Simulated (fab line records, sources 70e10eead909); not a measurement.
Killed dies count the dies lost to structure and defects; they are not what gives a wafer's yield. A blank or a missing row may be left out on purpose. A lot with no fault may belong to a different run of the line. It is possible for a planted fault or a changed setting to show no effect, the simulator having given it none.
fab line records	flow nandHarc
record: lots: 24	wafers: 72	lastDay: 34
route steps=1302 shown A_WL_FILL@954 A_CONTACT@1001
lots with no fault: from the same line, run without faults
startH: hours from the record's opening day to when the first of the lot's shown wafers began	waitH: how many hours have passed since the lot's step before this one	" repeats the value in the row above	L1.1+2: one row covering several wafers at once	- either no value or no given start	* or withheld: withheld	< > ~ a bound
route shown NAME@n: NAME is a module with steps in the file, n the number in the route of the first one	usual: the fault-free wafers' mean and standard deviation	same: alike in all rows	chamber/n: place in a boat	sites: each site's reading	_std_site: the values' standard deviation	_edge_site: the outer-site mean with the inner-site mean subtracted	radiusMm: for every site, how far away it sits from the centre of the wafer	mask NAME#n: copy n	behind: the last tool/chamber to shape the wafer	hold: reason for holding the lot/hours on hold/outcome of the hold	device: names the non-switching transistor (n, p or np)	end of line: the tests these same wafers got at the end of their route	for a step that has no rows: nothing shown but its recipe	killed: at the first sort, the dies lost to defects and structure; wafer yield is something else	map: a wafer's dies, x killed, . not, _ none there
set.NAME: the setting that was run; set.NAME@STEP: the one run at that earlier step	model.NAME: the simulator's own value behind a step, which no gauge read
the route's steps for a sample of lots (tables are steps, rows are wafers)
services: from which hour (startH, from the record's first day; less than 0 if before it) a tool's chamber was out of use, for how many hours, and why
== steps ==
step: NHARC_A_WL_FILL_ALD_02
recipe: targetThkA: 20	pulseTimeS: 3	aldCycles: 100	tempC: 450	material: TiN
usual: heaterPowerW: 1132/81	precursorPulseHeightRel: 0.999/0.021
lot.wafer	tool	chamber	startH	waitH	heaterPowerW	precursorPulseHeightRel
L074.4	aldMetal-02	3	471.12	0.1	1006	0.992
L074.2	"	1	"	"	1146	0.986
L074.5	"	2	"	"	1292	1.026
L076.4	aldMetal-02	1	488.92	0.1	1156	0.999
L076.2	"	3	"	"	1025	0.979
L076.1	"	0	"	"	1027	0.977
L077.4	aldMetal-04	0	489.00	0.2	1119	1.009
L077.2	"	1	"	"	1130	0.996
L077.6	"	3	"	"	1048	1.008
L075.3	aldMetal-03	0	492.86	0.2	1151	0.995
L075.2	"	1	"	"	1175	0.974
L075.5	"	2	"	"	1051	0.979
L078.2	aldMetal-03	3	500.74	0.2	1130	0.990
L078.3	"	0	"	"	1150	1.033
L078.6	"	1	"	"	1217	0.998
L080.4	aldMetal-02	0	526.29	0.1	1047	1.029
L080.3	"	3	"	"	1006	1.005
L080.6	"	0	"	"	1028	1.014
L079.4	aldMetal-03	1	537.64	0.2	1204	1.047
L079.2	"	2	"	"	1061	0.960
L079.6	"	1	"	"	1201	0.957
L082.2	aldMetal-04	0	547.06	0.3	1121	1.033
L082.5	"	1	"	"	1135	1.012
L082.6	"	2	"	"	1224	1.013
L081.1	aldMetal-03	0	549.02	0.2	1138	0.995
L081.5	"	0	"	"	1179	0.995
L081.6	"	1	"	"	1211	0.998
L083.1	aldMetal-04	0	554.85	0.2	1098	1.014
L083.4	"	1	"	"	1130	0.982
L083.6	"	0	"	"	1120	1.028
L085.2	aldMetal-02	3	568.43	0.2	1016	0.992
L085.3	"	1	"	"	1141	1.044
L085.5	"	0	"	"	986	0.947
L084.4	aldMetal-04	1	568.64	0.1	1105	1.025
L084.6	"	0	"	"	1146	0.974
L084.5	"	1	"	"	1140	0.999
L087.3	aldMetal-02	2	573.90	0.1	1265	0.996
L087.5	"	2	"	"	1313	0.969
L087.6	"	3	"	"	1021	0.990
L086.2	aldMetal-02	1	576.80	0.2	1185	1.026
L086.3	"	2	"	"	1269	1.008
L086.6	"	2	"	"	1299	1.000
L088.3	aldMetal-03	3	600.51	0.2	1143	1.002
L088.6	"	2	"	"	1032	1.051
L088.4	"	1	"	"	1136	0.983
L089.2	aldMetal-02	0	626.57	0.2	1079	0.973
L089.3	"	1	"	"	1180	1.005
L089.6	"	1	"	"	1150	0.988
L090.1	aldMetal-04	0	626.74	0.2	1135	1.004
L090.2	"	3	"	"	1037	0.988
L090.6	"	0	"	"	1128	1.012
L091.3	aldMetal-04	2	645.37	0.1	1227	0.983
L091.2	"	0	"	"	1136	0.986
L091.6	"	3	"	"	1053	1.006
L092.2	aldMetal-02	2	649.61	0.2	1224	1.048
L092.1	"	3	"	"	1003	0.987
L092.6	"	0	"	"	1083	1.006
L093.2	aldMetal-02	1	658.09	0.2	1158	1.024
L093.4	"	2	"	"	1230	1.019
L093.3	"	0	"	"	1076	1.006
L095.1	aldMetal-03	2	688.47	0.2	1060	0.984
L095.2	"	0	"	"	1107	0.997
L095.5	"	2	"	"	1089	1.014
L094.1	aldMetal-02	0	696.24	0.3	1084	0.979
L094.2	"	1	"	"	1210	1.002
L094.5	"	2	"	"	1266	1.007
L096.3	aldMetal-03	0	700.84	0.2	1126	0.993
L096.1	"	1	"	"	1151	1.022
L096.4	"	1	"	"	1144	0.984
L097.2	aldMetal-02	3	700.90	0.3	1026	1.030
L097.5	"	0	"	"	1091	1.002
L097.6	"	1	"	"	1160	0.998
step: NHARC_A_CONTACT_ETCH_48
recipe: targetDepthA: 390	overEtchFrac: 0.3	timeS: 65	ionEnergyEv: 80	cf4FlowSccm: 150	arFlowSccm: 0	rfW: 300	biasW: 100	chemistry: CF4
usual: drypumpMotorCurrentA: 5.5/0.36	oesProductAu: 0.999/0.0088	rfFwdPowerW: 296.5/1.3	rfVppV: 151.5/1.3	showerheadPlenumPTorr: 1.79/0.084	throttleValvePct: 13.284/0.0092
lot.wafer	tool	chamber	startH	waitH	drypumpMotorCurrentA	oesProductAu	rfFwdPowerW	rfHoursCounterH	rfVppV	showerheadPlenumPTorr	throttleValvePct
L074.2	rieDiel-02	1	494.76	0.1	5.0	1.017	298.6	16	150.7	1.82	13.283
L074.4	"	2	"	"	5.3	1.000	294.4	15	150.7	1.65	13.291
L074.5	"	1	"	"	5.0	1.012	298.1	-	151.3	1.82	13.282
L077.4	rieDiel-02	2	513.35	0.1	5.3	0.994	295.4	18	148.9	1.65	13.280
L077.2	"	0	"	"	5.7	0.999	296.5	17	151.3	1.83	13.289
L077.6	"	2	"	"	5.3	0.988	295.2	-	150.5	1.65	13.286
L076.4	rieDiel-02	3	515.21	0.1	6.1	0.991	295.8	19	151.4	1.83	13.284
L076.2	"	0	"	"	5.7	0.997	296.4	17	150.8	1.83	13.281
L076.1	"	1	"	"	5.0	1.021	296.2	20	152.2	1.82	13.281
L075.2	rieDiel-11	0	519.30	0.1	5.7	1.004	297.6	19	152.4	1.90	13.279
L075.3	"	1	"	"	5.7	1.004	295.4	27	151.3	1.70	13.298
L075.5	"	3	"	"	5.2	1.000	295.7	-	153.1	1.87	13.263
L078.2	rieDiel-11	1	527.70	0.1	5.7	1.003	295.1	29	151.4	1.70	13.278
L078.3	"	3	"	"	5.2	0.988	296.7	31	152.1	1.87	13.288
L078.6	"	0	"	"	5.7	0.992	298.3	-	153.5	1.90	13.275
L080.3	rieDiel-11	1	550.99	0.1	5.7	1.004	294.4	41	150.2	1.69	13.284
L080.4	"	3	"	"	5.2	0.995	297.2	44	153.3	1.87	13.283
L080.6	"	1	"	"	5.7	1.005	295.0	-	151.0	1.69	13.282
L079.2	rieDiel-11	3	563.71	0.1	5.2	0.995	295.4	48	151.5	1.86	13.290
L079.6	"	3	"	"	5.1	0.995	296.2	-	152.4	1.86	13.281
L079.4	"	1	"	"	5.7	0.996	295.7	-	150.4	1.69	13.281
L082.2	rieDiel-04	2	571.07	0.1	5.3	0.992	297.9	4	153.5	1.91	13.297
L082.5	"	3	"	"	5.1	0.997	296.9	-	149.5	1.66	13.292
L082.6	"	0	"	"	6.3	1.001	295.9	-	150.9	1.77	13.291
L081.1	rieDiel-11	0	576.76	0.1	5.7	0.991	297.7	37	153.0	1.90	13.290
L081.6	"	2	"	"	5.8	0.994	296.3	-	152.7	1.85	13.286
L081.5	"	3	"	"	5.2	0.991	297.0	-	152.1	1.86	13.280
L083.1	rieDiel-11	0	582.76	0.1	5.7	0.990	297.3	39	152.3	1.90	13.275
L083.4	"	3	"	"	5.2	0.988	296.4	54	152.1	1.86	13.288
L083.6	"	0	"	"	5.7	0.985	297.0	-	151.3	1.90	13.268
L085.3	rieDiel-04	0	593.40	0.1	6.3	0.994	297.8	17	152.0	1.77	13.261
L085.2	"	2	"	"	5.3	0.979	298.3	5	154.9	1.91	13.297
L085.5	"	0	"	"	6.3	0.998	295.3	-	149.8	1.77	13.287
L084.4	rieDiel-11	3	593.96	0.1	5.2	0.974	295.4	57	151.7	1.86	13.301
L084.5	"	3	"	"	5.2	0.982	295.4	-	152.9	1.86	13.315
L084.6	"	0	"	"	5.7	0.988	297.6	-	153.6	1.90	13.281
L086.2	rieDiel-11	0	598.83	0.1	5.7	0.997	299.2	44	151.6	1.90	13.291
L086.3	"	1	"	"	5.7	0.986	295.7	51	150.3	1.69	13.279
L086.6	"	1	"	"	5.7	1.006	296.2	-	149.7	1.69	13.287
L087.3	rieDiel-02	2	603.26	0.1	5.3	1.006	295.5	5	149.7	1.65	13.275
L087.6	"	2	"	"	5.3	1.005	297.3	-	149.3	1.65	13.266
L087.5	"	3	"	"	6.1	0.985	294.4	-	152.9	1.83	13.298
L088.4	rieDiel-02	1	625.77	0.1	5.0	1.019	297.6	11	152.6	1.82	13.275
L088.3	"	3	"	"	6.1	0.994	294.5	8	152.1	1.83	13.268
L088.6	"	2	"	"	5.3	1.005	296.1	-	150.7	1.65	13.285
L090.1	rieDiel-02	2	651.13	0.1	5.3	0.994	296.2	15	148.9	1.64	13.283
L090.2	"	0	"	"	5.7	1.002	294.9	14	151.2	1.82	13.275
L090.6	"	2	"	"	5.3	1.006	296.5	-	150.3	1.65	13.281
L089.3	rieDiel-11	2	651.32	0.1	5.8	1.006	296.0	7	152.8	1.84	13.275
L089.2	"	3	"	"	5.2	0.990	296.3	7	154.1	1.86	13.278
L089.6	"	0	"	"	5.7	1.012	299.4	-	153.8	1.89	13.297
L092.1	rieDiel-02	0	671.46	0.1	5.7	0.992	298.7	17	151.9	1.82	13.278
L092.2	"	1	"	"	5.0	1.009	298.2	16	151.9	1.81	13.273
L092.6	"	3	"	"	6.1	0.990	294.4	-	151.8	1.83	13.284
L091.2	rieDiel-02	3	671.79	0.2	6.1	0.994	295.5	16	152.0	1.83	13.283
L091.3	"	2	"	"	5.3	0.994	297.8	17	148.6	1.64	13.281
L091.6	"	0	"	"	5.7	0.996	297.0	-	151.8	1.82	13.286
L093.2	rieDiel-02	1	688.68	0.1	5.0	1.017	296.9	19	152.8	1.81	13.292
L093.4	"	3	"	"	6.0	0.994	296.8	19	150.8	1.83	13.282
L093.3	"	0	"	"	5.7	0.996	297.7	20	153.0	1.82	13.287
L095.1	rieDiel-02	3	714.90	0.1	6.1	0.996	295.9	23	151.1	1.83	13.279
L095.2	"	1	"	"	5.0	1.001	298.7	23	151.5	1.81	13.294
L095.5	"	3	"	"	6.0	0.992	295.0	-	151.8	1.82	13.288
L097.2	rieDiel-02	0	723.04	0.1	5.7	1.002	295.0	26	152.6	1.82	13.312
L097.6	"	2	"	"	5.3	1.017	296.3	-	150.0	1.64	13.281
L097.5	"	3	"	"	6.1	0.999	293.4	-	152.5	1.82	13.271
L094.1	rieDiel-11	0	723.39	0.1	5.7	0.993	298.5	33	152.8	1.88	13.270
L094.2	"	1	"	"	5.7	0.996	295.2	28	149.6	1.68	13.291
L094.5	"	1	"	"	5.7	0.994	294.1	-	149.8	1.68	13.267
L096.4	rieDiel-02	0	730.08	0.1	5.7	1.004	297.7	27	152.2	1.82	13.296
L096.3	"	1	"	"	5.0	0.993	298.4	26	151.3	1.81	13.301
L096.1	"	2	"	"	5.3	1.010	297.0	27	150.2	1.64	13.271
step: NHARC_A_CONTACT_ETCH_115
recipe: sourceW: withheld	pressureMtorr: 20	biasV: 3000	timeS: 190	targetDepthA: 18500	arFlowSccm: withheld	c4f8FlowSccm: withheld	o2FlowSccm: withheld	chemistry: C4F8/O2/Ar
usual: oesAirLineAu: 0.999/0.02
lot.wafer	tool	chamber	startH	waitH	oesAirLineAu	rfHoursCounterH
L074.2	harCapEtch-01	0	497.20	0.1	1.008	131
L074.4	"	0	"	"	1.011	-
L074.5	"	1	"	"	1.009	-
L077.2	harCapEtch-03	0	515.78	0.1	1.016	42
L077.4	"	1	"	"	0.976	-
L077.6	"	1	"	"	1.007	-
L076.2	harCapEtch-01	1	517.65	0.1	1.002	1
L076.1	"	0	"	"	1.040	1
L076.4	"	1	"	"	0.971	-
L075.2	harCapEtch-03	0	521.77	0.1	1.020	45
L075.3	"	0	"	"	0.998	-
L075.5	"	0	"	"	1.020	-
L078.2	harCapEtch-03	0	530.15	0.1	1.020	47
L078.3	"	0	"	"	0.966	-
L078.6	"	0	"	"	1.004	-
L080.4	harCapEtch-02	1	553.50	0.1	0.971	-
L080.3	"	0	"	"	0.997	-
L080.6	"	1	"	"	0.979	-
L079.2	harCapEtch-03	1	566.51	0.1	0.997	52
L079.4	"	1	"	"	0.969	-
L079.6	"	0	"	"	0.998	-
L082.2	harCapEtch-02	1	573.74	0.2	0.995	95
L082.6	"	1	"	"	0.993	-
L082.5	"	0	"	"	0.992	-
L081.1	harCapEtch-03	0	579.22	0.1	0.980	54
L081.6	"	0	"	"	0.997	-
L081.5	"	1	"	"	0.996	-
L083.1	harCapEtch-02	0	585.23	0.1	1.010	98
L083.4	"	1	"	"	1.001	-
L083.6	"	1	"	"	0.986	-
L085.2	harCapEtch-01	1	595.84	0.1	1.005	14
L085.3	"	1	"	"	1.017	-
L085.5	"	0	"	"	0.976	-
L084.4	harCapEtch-02	0	596.48	0.1	0.956	-
L084.5	"	1	"	"	1.003	-
L084.6	"	0	"	"	0.994	-
L086.2	harCapEtch-03	0	601.31	0.1	1.024	61
L086.3	"	0	"	"	1.032	-
L086.6	"	1	"	"	0.963	-
L087.3	harCapEtch-01	1	605.78	0.1	1.023	-
L087.5	"	1	"	"	0.998	-
L087.6	"	0	"	"	0.996	-
L088.3	harCapEtch-01	0	628.28	0.1	1.032	-
L088.4	"	1	"	"	0.980	-
L088.6	"	0	"	"	1.019	-
L090.1	harCapEtch-01	0	653.58	0.1	0.997	25
L090.2	"	1	"	"	0.972	25
L090.6	"	1	"	"	0.988	-
L089.2	harCapEtch-02	0	653.79	0.1	1.024	111
L089.3	"	1	"	"	0.990	-
L089.6	"	0	"	"	0.966	-
L092.1	harCapEtch-01	0	674.10	0.1	1.002	29
L092.2	"	1	"	"	0.995	29
L092.6	"	1	"	"	0.978	-
L091.2	harCapEtch-02	1	674.95	0.1	0.993	115
L091.3	"	1	"	"	0.960	-
L091.6	"	0	"	"	0.957	-
L093.2	harCapEtch-02	0	691.13	0.1	0.984	117
L093.4	"	0	"	"	1.002	-
L093.3	"	1	"	"	1.008	-
L095.2	harCapEtch-01	0	717.34	0.1	1.026	35
L095.1	"	1	"	"	0.967	35
L095.5	"	1	"	"	0.980	-
L097.2	harCapEtch-02	1	725.50	0.1	0.991	121
L097.5	"	0	"	"	0.994	-
L097.6	"	1	"	"	0.957	-
L094.2	harCapEtch-03	0	725.83	0.1	0.990	78
L094.1	"	1	"	"	0.984	78
L094.5	"	0	"	"	0.980	-
L096.1	harCapEtch-02	0	732.57	0.1	0.979	124
L096.3	"	1	"	"	1.002	-
L096.4	"	0	"	"	0.997	-
step: NHARC_A_CONTACT_ETCH_119
recipe: sourceW: withheld	pressureMtorr: 20	biasV: 3000	timeS: 190	targetDepthA: 18500	arFlowSccm: withheld	c4f8FlowSccm: withheld	o2FlowSccm: withheld	chemistry: C4F8/O2/Ar
usual: oesAirLineAu: 1.005/0.02
lot.wafer	tool	chamber	startH	waitH	oesAirLineAu	rfHoursCounterH
L074.2	harCapEtch-01	0	497.89	0.1	0.978	132
L074.4	"	0	"	"	0.993	-
L074.5	"	1	"	"	0.984	-
L077.2	harCapEtch-03	0	516.46	0.1	1.016	43
L077.4	"	1	"	"	1.042	-
L077.6	"	1	"	"	1.010	-
L076.2	harCapEtch-01	1	518.33	0.1	1.018	1
L076.1	"	0	"	"	1.024	1
L076.4	"	1	"	"	1.000	-
L075.2	harCapEtch-03	0	522.46	0.1	1.017	45
L075.3	"	0	"	"	1.051	-
L075.5	"	0	"	"	1.015	-
L078.2	harCapEtch-03	0	530.84	0.1	0.983	48
L078.3	"	0	"	"	1.011	-
L078.6	"	0	"	"	1.016	-
L080.4	harCapEtch-02	1	554.17	0.1	1.017	-
L080.3	"	0	"	"	1.004	-
L080.6	"	1	"	"	0.998	-
L079.2	harCapEtch-03	1	567.19	0.1	1.004	53
L079.4	"	1	"	"	1.007	-
L079.6	"	0	"	"	1.022	-
L082.2	harCapEtch-02	1	574.64	0.2	1.011	96
L082.6	"	1	"	"	1.014	-
L082.5	"	0	"	"	1.004	-
L081.1	harCapEtch-03	0	579.90	0.1	0.987	55
L081.6	"	0	"	"	1.021	-
L081.5	"	1	"	"	0.954	-
L083.1	harCapEtch-02	0	585.91	0.1	1.011	98
L083.4	"	1	"	"	0.998	-
L083.6	"	1	"	"	0.982	-
L085.2	harCapEtch-01	1	596.52	0.1	1.012	15
L085.3	"	1	"	"	1.024	-
L085.5	"	0	"	"	1.001	-
L084.4	harCapEtch-02	0	597.16	0.1	0.997	-
L084.5	"	1	"	"	1.027	-
L084.6	"	0	"	"	1.009	-
L086.2	harCapEtch-03	0	602.00	0.1	0.964	62
L086.3	"	0	"	"	1.011	-
L086.6	"	1	"	"	0.987	-
L087.3	harCapEtch-01	1	606.47	0.1	1.034	-
L087.5	"	1	"	"	1.026	-
L087.6	"	0	"	"	1.019	-
L088.3	harCapEtch-01	0	628.97	0.1	0.993	-
L088.4	"	1	"	"	1.032	-
L088.6	"	0	"	"	0.987	-
L090.1	harCapEtch-01	0	654.26	0.1	1.004	26
L090.2	"	1	"	"	0.972	26
L090.6	"	1	"	"	0.974	-
L089.2	harCapEtch-02	0	654.47	0.1	0.975	112
L089.3	"	1	"	"	1.014	-
L089.6	"	0	"	"	1.010	-
L092.1	harCapEtch-01	0	674.78	0.1	1.009	30
L092.2	"	1	"	"	1.014	30
L092.6	"	1	"	"	1.002	-
L091.2	harCapEtch-02	1	675.63	0.1	0.986	116
L091.3	"	1	"	"	0.997	-
L091.6	"	0	"	"	0.981	-
L093.2	harCapEtch-02	0	691.81	0.1	0.977	118
L093.4	"	0	"	"	0.985	-
L093.3	"	1	"	"	0.980	-
L095.2	harCapEtch-01	0	718.03	0.1	1.034	35
L095.1	"	1	"	"	1.010	35
L095.5	"	1	"	"	0.987	-
L097.2	harCapEtch-02	1	726.19	0.1	0.994	122
L097.5	"	0	"	"	0.973	-
L097.6	"	1	"	"	1.004	-
L094.2	harCapEtch-03	0	726.52	0.1	1.017	78
L094.1	"	1	"	"	1.000	78
L094.5	"	0	"	"	1.011	-
L096.1	harCapEtch-02	0	733.26	0.1	1.011	124
L096.3	"	1	"	"	0.995	-
L096.4	"	0	"	"	1.013	-
step: NHARC_A_CONTACT_ETCH_122
recipe: sourceW: withheld	pressureMtorr: 20	biasV: 3000	timeS: 190	targetDepthA: 18500	arFlowSccm: withheld	c4f8FlowSccm: withheld	o2FlowSccm: withheld	chemistry: C4F8/O2/Ar
usual: oesAirLineAu: 0.997/0.022
lot.wafer	tool	chamber	startH	waitH	oesAirLineAu	rfHoursCounterH
L074.2	harCapEtch-01	0	498.40	0.1	0.999	132
L074.4	"	0	"	"	1.013	-
L074.5	"	1	"	"	0.984	-
L077.2	harCapEtch-03	0	516.97	0.1	0.974	44
L077.4	"	1	"	"	1.017	-
L077.6	"	1	"	"	0.991	-
L076.2	harCapEtch-01	1	518.85	0.1	0.970	2
L076.1	"	0	"	"	0.975	2
L076.4	"	1	"	"	0.975	-
L075.2	harCapEtch-03	0	522.97	0.1	1.032	46
L075.3	"	0	"	"	1.008	-
L075.5	"	0	"	"	1.007	-
L078.2	harCapEtch-03	0	531.35	0.1	0.993	48
L078.3	"	0	"	"	1.012	-
L078.6	"	0	"	"	1.006	-
L080.4	harCapEtch-02	1	554.68	0.1	1.001	-
L080.3	"	0	"	"	1.007	-
L080.6	"	1	"	"	1.001	-
L079.2	harCapEtch-03	1	567.70	0.1	1.008	53
L079.4	"	1	"	"	0.975	-
L079.6	"	0	"	"	1.015	-
L082.2	harCapEtch-02	1	575.33	0.2	0.959	96
L082.6	"	1	"	"	0.981	-
L082.5	"	0	"	"	0.968	-
L081.1	harCapEtch-03	0	580.42	0.1	1.020	55
L081.6	"	0	"	"	1.022	-
L081.5	"	1	"	"	1.009	-
L083.1	harCapEtch-02	0	586.42	0.1	1.008	99
L083.4	"	1	"	"	0.971	-
L083.6	"	1	"	"	0.952	-
L085.2	harCapEtch-01	1	597.04	0.1	1.013	15
L085.3	"	1	"	"	1.002	-
L085.5	"	0	"	"	1.045	-
L084.4	harCapEtch-02	0	597.67	0.1	1.001	-
L084.5	"	1	"	"	1.012	-
L084.6	"	0	"	"	0.996	-
L086.2	harCapEtch-03	0	602.51	0.1	1.001	63
L086.3	"	0	"	"	0.982	-
L086.6	"	1	"	"	0.984	-
L087.3	harCapEtch-01	1	606.98	0.1	0.981	-
L087.5	"	1	"	"	1.039	-
L087.6	"	0	"	"	0.982	-
L088.3	harCapEtch-01	0	629.48	0.1	1.012	-
L088.4	"	1	"	"	0.999	-
L088.6	"	0	"	"	0.991	-
L090.1	harCapEtch-01	0	654.77	0.1	1.021	26
L090.2	"	1	"	"	0.976	26
L090.6	"	1	"	"	0.996	-
L089.2	harCapEtch-02	0	654.98	0.1	1.005	113
L089.3	"	1	"	"	1.028	-
L089.6	"	0	"	"	1.015	-
L092.1	harCapEtch-01	0	675.29	0.1	1.021	30
L092.2	"	1	"	"	0.986	30
L092.6	"	1	"	"	1.008	-
L091.2	harCapEtch-02	1	676.14	0.1	1.029	116
L091.3	"	1	"	"	1.012	-
L091.6	"	0	"	"	1.003	-
L093.2	harCapEtch-02	0	692.32	0.1	1.007	118
L093.4	"	0	"	"	0.966	-
L093.3	"	1	"	"	1.011	-
L095.2	harCapEtch-01	0	718.54	0.1	0.955	36
L095.1	"	1	"	"	0.977	36
L095.5	"	1	"	"	0.983	-
L097.2	harCapEtch-02	1	726.70	0.1	1.050	122
L097.5	"	0	"	"	0.982	-
L097.6	"	1	"	"	1.047	-
L094.2	harCapEtch-03	0	727.02	0.1	0.986	79
L094.1	"	1	"	"	1.021	79
L094.5	"	0	"	"	1.031	-
L096.1	harCapEtch-02	0	733.77	0.1	0.996	125
L096.3	"	1	"	"	0.986	-
L096.4	"	0	"	"	0.993	-
step: NHARC_A_CONTACT_ETCH_90
recipe: targetDepthA: 400	overEtchFrac: 0.5	timeS: 85.7	ionEnergyEv: 120	ch3fFlowSccm: 50	o2FlowSccm: 30	arFlowSccm: 200	rfW: 500	biasW: 100	chemistry: CH3F/O2
usual: drypumpMotorCurrentA: 5.5/0.38	oesProductAu: 0.95/0.036	rfFwdPowerW: 495.4/1.9	rfVppV: 244.8/1.9	showerheadPlenumPTorr: 2.50/0.12	throttleValvePct: 20.662/0.0096
lot.wafer	tool	chamber	startH	waitH	drypumpMotorCurrentA	oesProductAu	rfFwdPowerW	rfHoursCounterH	rfVppV	showerheadPlenumPTorr	throttleValvePct
L074.4	rieDiel-02	2	499.56	0.7	5.3	0.92	493.6	16	242.1	2.29	20.671
L074.2	"	0	"	"	5.7	0.93	496.8	15	244.8	2.54	20.669
L074.5	"	2	"	"	5.3	0.93	495.0	-	241.7	2.29	20.667
L077.2	rieDiel-02	2	518.14	0.9	5.3	0.92	493.7	21	241.7	2.29	20.655
L077.4	"	3	"	"	6.1	0.91	492.9	20	245.6	2.55	20.650
L077.6	"	2	"	"	5.3	0.92	493.3	-	241.4	2.29	20.649
L076.2	rieDiel-04	0	520.00	0.9	6.3	0.91	494.9	49	243.6	2.47	20.651
L076.1	"	1	"	"	5.0	0.93	495.2	50	245.0	2.53	20.659
L076.4	"	3	"	"	5.2	0.92	496.2	48	243.2	2.31	20.661
L075.3	rieDiel-02	1	524.12	0.7	5.0	1.00	493.8	21	245.4	2.53	20.654
L075.2	"	2	"	"	5.3	0.99	493.2	21	241.3	2.29	20.664
L075.5	"	3	"	"	6.1	0.99	494.1	-	244.9	2.55	20.654
L078.2	rieDiel-02	3	532.52	0.9	6.0	1.00	496.9	22	246.4	2.55	20.665
L078.3	"	0	"	"	5.7	0.99	495.5	20	245.3	2.54	20.660
L078.6	"	3	"	"	6.1	0.99	495.8	-	244.9	2.55	20.655
L080.3	rieDiel-11	2	555.78	0.6	5.8	0.93	493.7	44	246.7	2.58	20.669
L080.6	"	2	"	"	5.8	0.93	494.9	-	245.4	2.58	20.653
L080.4	"	3	"	"	5.2	0.93	497.0	-	246.8	2.60	20.662
L079.4	rieDiel-11	3	568.85	0.7	5.2	0.92	494.1	50	245.7	2.60	20.650
L079.2	"	0	"	"	5.7	0.92	500.8	36	248.3	2.65	20.650
L079.6	"	2	"	"	5.8	0.93	495.5	-	246.8	2.58	20.655
L082.2	rieDiel-04	3	576.72	1.1	5.2	0.91	494.6	10	241.1	2.30	20.665
L082.5	"	1	"	"	5.0	0.93	497.5	-	245.4	2.52	20.654
L082.6	"	0	"	"	6.2	0.92	494.9	-	244.1	2.47	20.675
L081.1	rieDiel-02	2	581.58	0.9	5.3	1.00	496.9	0	241.3	2.29	20.674
L081.6	"	1	"	"	5.0	1.01	495.5	-	248.0	2.53	20.666
L081.5	"	2	"	"	5.3	1.01	495.0	-	241.4	2.29	20.648
L083.1	rieDiel-11	0	587.55	0.8	5.7	0.92	498.8	41	247.3	2.64	20.636
L083.4	"	2	"	"	5.8	0.93	495.6	54	246.1	2.57	20.660
L083.6	"	3	"	"	5.2	0.92	495.6	-	245.0	2.59	20.650
L085.2	rieDiel-02	1	598.18	0.9	5.0	1.03	497.6	6	244.2	2.53	20.649
L085.3	"	2	"	"	5.3	1.01	494.2	5	242.2	2.28	20.674
L085.5	"	1	"	"	5.0	1.01	497.2	-	245.6	2.53	20.673
L084.4	rieDiel-11	0	598.74	0.6	5.7	0.93	497.8	44	248.2	2.64	20.647
L084.6	"	0	"	"	5.7	0.92	495.6	-	246.9	2.64	20.661
L084.5	"	1	"	"	5.7	0.92	493.0	-	242.7	2.35	20.676
L086.3	rieDiel-11	3	603.65	0.6	5.2	0.91	492.6	61	246.5	2.59	20.656
L086.2	"	1	"	"	5.7	0.92	493.2	53	242.3	2.35	20.654
L086.6	"	3	"	"	5.2	0.92	492.8	-	246.7	2.59	20.652
L087.3	rieDiel-02	0	608.11	0.7	5.7	0.93	493.4	8	243.9	2.54	20.672
L087.5	"	2	"	"	5.3	0.93	496.3	-	241.3	2.28	20.667
L087.6	"	3	"	"	6.1	0.92	496.2	-	244.9	2.55	20.667
L088.3	rieDiel-11	3	630.57	0.7	5.2	0.99	494.5	2	246.3	2.59	20.653
L088.4	"	2	"	"	5.8	1.00	495.1	2	246.1	2.57	20.654
L088.6	"	0	"	"	5.7	0.99	497.1	-	244.7	2.64	20.658
L090.2	rieDiel-02	1	655.93	0.8	5.0	0.93	496.5	14	244.8	2.53	20.649
L090.1	"	2	"	"	5.4	0.92	494.1	16	241.0	2.28	20.668
L090.6	"	0	"	"	5.7	0.91	494.9	-	246.3	2.53	20.666
L089.3	rieDiel-02	2	656.11	0.7	5.3	0.96	493.4	16	242.2	2.28	20.668
L089.2	"	1	"	"	5.0	0.97	495.9	14	245.1	2.52	20.669
L089.6	"	3	"	"	6.1	0.96	495.7	-	247.5	2.54	20.688
L092.2	rieDiel-11	2	676.44	0.8	5.8	1.00	495.5	15	245.4	2.56	20.676
L092.1	"	3	"	"	5.1	1.00	493.7	17	245.0	2.58	20.665
L092.6	"	2	"	"	5.8	1.00	492.9	-	244.5	2.56	20.644
L091.2	rieDiel-02	3	677.29	0.9	6.1	0.91	494.8	17	247.2	2.54	20.662
L091.3	"	2	"	"	5.3	0.93	495.4	20	241.3	2.28	20.653
L091.6	"	0	"	"	5.7	0.93	495.6	-	244.6	2.53	20.660
L093.4	rieDiel-02	2	693.48	0.7	5.3	0.92	495.2	22	242.0	2.28	20.666
L093.3	"	0	"	"	5.7	0.92	497.5	22	246.2	2.53	20.662
L093.2	"	1	"	"	5.0	0.93	499.1	21	244.4	2.52	20.657
L095.2	rieDiel-02	2	719.72	0.9	5.3	0.93	495.3	26	241.0	2.28	20.656
L095.1	"	3	"	"	6.1	0.91	497.1	24	246.2	2.54	20.665
L095.5	"	0	"	"	5.7	0.91	494.9	-	245.3	2.53	20.660
L097.2	rieDiel-11	0	727.83	0.8	5.7	0.93	495.5	36	246.2	2.62	20.666
L097.5	"	3	"	"	5.2	0.92	495.7	-	245.8	2.58	20.655
L097.6	"	0	"	"	5.7	0.93	498.5	-	247.7	2.62	20.665
L094.1	rieDiel-02	3	728.18	0.8	6.1	0.92	496.3	25	245.5	2.54	20.669
L094.2	"	2	"	"	5.3	0.93	494.2	27	240.7	2.28	20.670
L094.5	"	3	"	"	6.1	0.92	494.3	-	245.6	2.54	20.670
L096.1	rieDiel-04	0	734.88	0.8	6.3	1.00	493.4	4	244.4	2.45	20.660
L096.3	"	1	"	"	5.0	1.01	499.3	3	245.7	2.50	20.663
L096.4	"	3	"	"	5.2	0.99	494.5	4	242.2	2.29	20.680
== services ==
tool	chamber	startH	hours	kind
aldMetal-04	-	474.00	10.0	pm
rieDiel-04	-	498.30	12.0	repair
harCapEtch-01	-	499.09	17.0	pm
rieDiel-04	-	534.05	9.0	pm
rieDiel-02	3	551.85	5.3	repair
rieDiel-11	1	555.45	7.7	repair
rieDiel-02	-	557.88	4.4	repair
aldMetal-03	3	558.79	27.5	repair
rieDiel-11	0	560.67	3.8	repair
aldMetal-03	-	568.00	10.0	pm
rieDiel-02	-	570.94	9.0	pm
aldMetal-02	-	574.34	0.4	repair
rieDiel-04	2	576.56	16.1	repair
rieDiel-04	3	579.03	10.9	repair
aldMetal-03	0	588.98	31.0	repair
aldMetal-02	-	610.00	10.0	pm
rieDiel-11	-	613.41	9.0	pm
aldMetal-04	-	633.71	2.9	repair
harCapEtch-03	-	636.97	0.3	repair
aldMetal-03	2	639.61	15.3	repair
aldMetal-04	-	652.00	10.0	pm
aldMetal-03	2	694.87	24.9	repair
aldMetal-04	-	725.54	2.0	repair
aldMetal-04	2	734.02	6.3	repair
== key ==
fault none
